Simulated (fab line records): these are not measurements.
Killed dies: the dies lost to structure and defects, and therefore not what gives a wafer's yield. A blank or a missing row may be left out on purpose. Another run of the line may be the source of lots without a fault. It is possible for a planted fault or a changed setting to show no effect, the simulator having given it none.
Split-lot study    flow n5_finfet    on a route of 1938 steps: 7 lots, 21 wafers read

## ABOUT THE SPLIT
At N5_FIN_SAQP_SPACER1_ALD_24 (deposits SiO2, target thk 20.3 nm, pulse time 1 s, purge time 2 s), the setting temp_c was moved away from the recipe's 300 C on 7 of the 21 wafers read, by -4.5% to +3.4%. For the rest of the wafers, this setting stayed at what the recipe calls for.

Reading taken at the split's own step.

## THE READING
SiO2_of_FIN_SAQP_SPACER1_ALD_24.thk_nm (the simulator's own value, which no gauge read), in nm, at N5_FIN_SAQP_SPACER1_ALD_24 (deposits SiO2, target thk 20.3 nm, pulse time 1 s, purge time 2 s). There is no usual value for it anywhere in the file. The 14 wafers here that ran the recipe average 20.3 nm, standard deviation 0.096 nm.

wafer   tool, chamber at the split  temp_c as run, C  against the recipe  SiO2_of_FIN_SAQP_SPACER1_ALD_24.thk_nm, nm  against lot-mates on the recipe
L075.1  ald_sin-04, 2,3,2           300               recipe              20.4                                        -
L075.3  ald_sin-04, 2,3,2           300               recipe              20.4                                        -
L075.6  ald_sin-04, 2,3,2           300               recipe              20.4                                        -
L079.2  ald_sin-01, 0,2             300               recipe              20.4                                        -
L079.5  ald_sin-01, 0,2             300               recipe              20.4                                        -
L079.3  ald_sin-01, 3               294.9             -1.7%               20.6                                        +0.2
L082.1  ald_sin-02, 2               300               recipe              20.2                                        -
L082.2  ald_sin-02, 1,2             295.7             -1.4%               20.6                                        +0.4
L082.5  ald_sin-02, 1,2             295.7             -1.4%               20.6                                        +0.4
L083.2  ald_sin-04, 1,3             300               recipe              20.4                                        -
L083.3  ald_sin-04, 1,3             300               recipe              20.4                                        -
L083.4  ald_sin-04, 2               291.6             -2.8%               20.8                                        +0.4
L086.2  ald_sin-04, 1               300               recipe              20.2                                        -
L086.5  ald_sin-04, 3               300               recipe              20.4                                        -
L086.6  ald_sin-04, 2               286.6             -4.5%               21.4                                        +1.1
L092.2  ald_sin-02, 1,0             300               recipe              20.2                                        -
L092.5  ald_sin-02, 1,0             300               recipe              20.2                                        -
L092.6  ald_sin-02, 3               300               recipe              20.4                                        -
L097.2  ald_sin-04, 1,3             310.3             +3.4%               20                                          -0.2
L097.4  ald_sin-04, 1,3             310.3             +3.4%               20                                          -0.2
L097.5  ald_sin-04, 0               300               recipe              20.2                                        -
Rows listing several chambers each stand for several wafers; the file does not say which wafer went through which chamber.

FIT RESULTS
A straight line over all 21 wafers: SiO2_of_FIN_SAQP_SPACER1_ALD_24.thk_nm changes by -0.161 nm for each +1% of temp_c; r = -0.91; the points scatter about the line by 0.13 nm.
The same after taking each lot's own level away (the mean of its wafers on the recipe; 21 wafers): -0.147 nm for each +1%; r = -0.87; scatter 0.15 nm.
The reading moves by 0.66 nm for the largest change in temp_c, on that fit.
Measured against the standard deviation above, the lots' own levels, which go from 20.20 to 20.40 nm, span 2.1 times it.
Hence the lot-to-lot level has little effect on the slope; both slopes agree.
Check: for one of the wafers moved furthest among these (-4.5%), held out of the fit, the line's prediction against its lot-mates is +0.507 nm. Against them it came out at +1.1 nm.

## OTHER SPLITS APPLIED TO THESE WAFERS
Note: prior to the reading, these wafers also went through further splits. Each is held against what the fit with the lots' levels taken away leaves over:
other split on the same wafers         wafers away from the commonest value  r with SiO2_of_FIN_SAQP_SPACER1_ALD_24.thk_nm (lot level and that fit taken away)
N5_WELL_APT_EXPOSE_05 dose_mj          10                                    -0.14
N5_WELL_APT_DEVELOP_07 develop_time_s  5                                     +0.06

## FILE'S OWN FIT
SiO2_of_FIN_SAQP_SPACER1_ALD_24.thk_nm changes by -0.171 nm for each +1% of temp_c, r = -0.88.
